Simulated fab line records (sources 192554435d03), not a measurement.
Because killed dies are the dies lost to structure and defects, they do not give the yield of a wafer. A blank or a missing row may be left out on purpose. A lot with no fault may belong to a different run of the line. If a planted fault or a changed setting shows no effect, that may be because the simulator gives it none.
Chamber matching || flow n5 finfet || N5_BEOL_M15_DESCUM_33 on rie diel-02: 4 sister chambers
The step chemistry O2, time 7.9 s. 7 wafers are shown with their chamber, then 7 later ones without.

## WAFERS PAIRED WITH THEIR CHAMBERS
{"wafer": "L080.1", "chamber": 3, "showerhead plenum p Torr (Torr)": 2.14, "rf vpp V (V)": 243.1}
{"wafer": "L080.2", "chamber": 1, "showerhead plenum p Torr (Torr)": 2.22, "rf vpp V (V)": 245.2}
{"wafer": "L084.1", "chamber": 0, "showerhead plenum p Torr (Torr)": 2.14, "rf vpp V (V)": 244.3}
{"wafer": "L084.3", "chamber": 2, "showerhead plenum p Torr (Torr)": 1.98, "rf vpp V (V)": 241.2}
{"wafer": "L084.6", "chamber": 2, "showerhead plenum p Torr (Torr)": 1.98, "rf vpp V (V)": 241.5}
{"wafer": "L091.2", "chamber": 0, "showerhead plenum p Torr (Torr)": 2.13, "rf vpp V (V)": 244.5}
{"wafer": "L091.3", "chamber": 3, "showerhead plenum p Torr (Torr)": 2.14, "rf vpp V (V)": 243.3}

## WAFERS MISSING THEIR CHAMBER
{"wafer": "L091.6", "showerhead plenum p Torr (Torr)": 2.21, "rf vpp V (V)": 244.8}
{"wafer": "L092.1", "showerhead plenum p Torr (Torr)": 2.21, "rf vpp V (V)": 246.4}
{"wafer": "L092.3", "showerhead plenum p Torr (Torr)": 2.14, "rf vpp V (V)": 245.1}
{"wafer": "L092.4", "showerhead plenum p Torr (Torr)": 2.21, "rf vpp V (V)": 244.1}
{"wafer": "L094.1", "showerhead plenum p Torr (Torr)": 2.20, "rf vpp V (V)": 244.3}
{"wafer": "L094.2", "showerhead plenum p Torr (Torr)": 2.13, "rf vpp V (V)": 243.0}
{"wafer": "L094.6", "showerhead plenum p Torr (Torr)": 2.14, "rf vpp V (V)": 243.7}

## WHICH CHAMBER EACH ONE RAN IN
{"wafer": "L091.6", "from the rows above": 1, "in truth": 1}
{"wafer": "L092.1", "from the rows above": 1, "in truth": 1}
{"wafer": "L092.3", "from the rows above": 0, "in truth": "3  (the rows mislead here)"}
{"wafer": "L092.4", "from the rows above": 1, "in truth": 1}
{"wafer": "L094.1", "from the rows above": 1, "in truth": 1}
{"wafer": "L094.2", "from the rows above": 3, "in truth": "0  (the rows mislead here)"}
{"wafer": "L094.6", "from the rows above": "can't be placed: 3 or 0", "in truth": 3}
Correct placement for 4 of the 7. Not placeable from these rows: 1 (in 1, the candidates include the true chamber). Wrongly placed: 2.
How it was worked out, from the rows above alone: a wafer's distance from a chamber is the root of the sum, over the readings, of the square of ((its reading less the chamber's mean) divided by the reading's scatter). The wafer belongs to the nearest chamber; if the next one is less than 2 further off, it can't be placed. The mean given for a chamber averages the wafers shown for that chamber. The scatter: the root of (the sum of the squares of (reading less its chamber's mean) over the shown wafers, divided by (wafers less chambers)).
